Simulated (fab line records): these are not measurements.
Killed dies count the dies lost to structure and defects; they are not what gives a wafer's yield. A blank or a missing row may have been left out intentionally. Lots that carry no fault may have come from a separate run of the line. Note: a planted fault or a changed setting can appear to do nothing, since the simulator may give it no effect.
Lot-split experiment | flow n5Finfet | route with 1938 steps; 7 lots, 21 wafers read

ON THE SPLIT
At N5_SD_EPI_N_EXPOSE_06 (exposes mask SD N BLK, target cd 120 nm), the setting doseMj was moved away from the recipe's 39.75 on 6 of the 21 wafers read, by -3.9% to +6.1%. The other wafers ran this setting at the recipe's value.

FROM THE SPLIT TO THE READING: what the file shows between them, 2 steps
- N5_SD_EPI_N_PEB_07: peb time 60 s
- N5_SD_EPI_N_DEVELOP_08: develop time 30 s

THE READING
cdNm at N5_SD_EPI_N_CD_MEAS_09, given in nm (cd target 120 nm). On this fab line, fault-free wafers typically give 120.0 nm with a standard deviation of 0.84 nm.

wafer  | tool, chamber at the split | doseMj as run | against the recipe | cdNm, nm | against lot-mates on the recipe
L077.2 | arfiScanner-02, 0          | 39.75         | recipe             | 121.2    | -
L077.4 | arfiScanner-02, 0          | 39.75         | recipe             | 120.5    | -
L077.5 | arfiScanner-02, 0          | 42.17         | +6.1%              | 123.9    | +3.1
L082.1 | arfiScanner-01, 0          | 38.65         | -2.8%              | 117.2    | -1.3
L082.2 | arfiScanner-01, 0          | 39.75         | recipe             | 118.8    | -
L082.4 | arfiScanner-01, 0          | 39.75         | recipe             | 118.2    | -
L083.2 | arfiScanner-03, 0          | 40.92         | +2.9%              | 123.5    | no lot-mate on the recipe
L083.4 | arfiScanner-03, 0          | 40.92         | +2.9%              | 123.1    | no lot-mate on the recipe
L083.5 | arfiScanner-03, 0          | 40.92         | +2.9%              | 123.5    | no lot-mate on the recipe
L086.1 | arfiScanner-01, 0          | 39.75         | recipe             | 120.6    | -
L086.3 | arfiScanner-01, 0          | 39.75         | recipe             | 120.7    | -
L086.5 | arfiScanner-01, 0          | 39.75         | recipe             | 120.7    | -
L087.1 | arfiScanner-01, 0          | 39.75         | recipe             | 120.9    | -
L087.2 | arfiScanner-01, 0          | 39.75         | recipe             | 120.1    | -
L087.4 | arfiScanner-01, 0          | 39.75         | recipe             | 121.5    | -
L090.2 | arfiScanner-02, 0          | 39.75         | recipe             | 119.3    | -
L090.3 | arfiScanner-02, 0          | 39.75         | recipe             | 119.3    | -
L090.5 | arfiScanner-02, 0          | 38.21         | -3.9%              | 116.0    | -3.3
L092.1 | arfiScanner-01, 0          | 39.75         | recipe             | 118.6    | -
L092.2 | arfiScanner-01, 0          | 39.75         | recipe             | 118.8    | -
L092.4 | arfiScanner-01, 0          | 39.75         | recipe             | 120.0    | -

FIT RESULTS
A straight line over all 21 wafers: cdNm changes by +0.9 nm for each +1% of doseMj; r = +0.88; the points scatter about the line by 1 nm.
The same after taking each lot's own level away (the mean of its wafers on the recipe; 18 wafers): +0.584 nm for each +1%; r = +0.92; scatter 0.49 nm.
According to that fit, moving doseMj by its largest amount changes the reading by 3.6 nm.
Across the lots, their own levels run from 118.50 to 120.85 nm, a range of 2.8 times the standard deviation given above.
So the slope is not independent of the lot-to-lot level: the two fits are not the same.
Check: for one of the wafers moved furthest among these (+6.1%), held out of the fit, the line's prediction against its lot-mates is +4.44 nm. Against them it came out at +3.05 nm.

THE WHOLE CHAIN: every reading that the file lists as answering this split, in the file's order
step                   | what it does                                           | reading                                                        | change (the file's fit)               | r (the file's)
N5_SD_EPI_N_CD_MEAS_09 | target cd 120 nm                                       | cdNm                                                           | +0.586 nm for each +1% of the setting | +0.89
N5_SD_EPI_N_DESCUM_14  | chemistry O2, time 7.9 s                               | SD_EPI_N.cdNm (the simulator's own value, which no gauge read) | +0.637 nm for each +1% of the setting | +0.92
N5_SD_EPI_N_ETCH_34    | etches SiARC in CF4, target depth 45.5 nm, time 75.8 s | SD_EPI_N.cdNm (the simulator's own value, which no gauge read) | +0.658 nm for each +1% of the setting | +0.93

THE FILE'S OWN FIT
cdNm changes by +0.586 nm for each +1% of doseMj, r = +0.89.
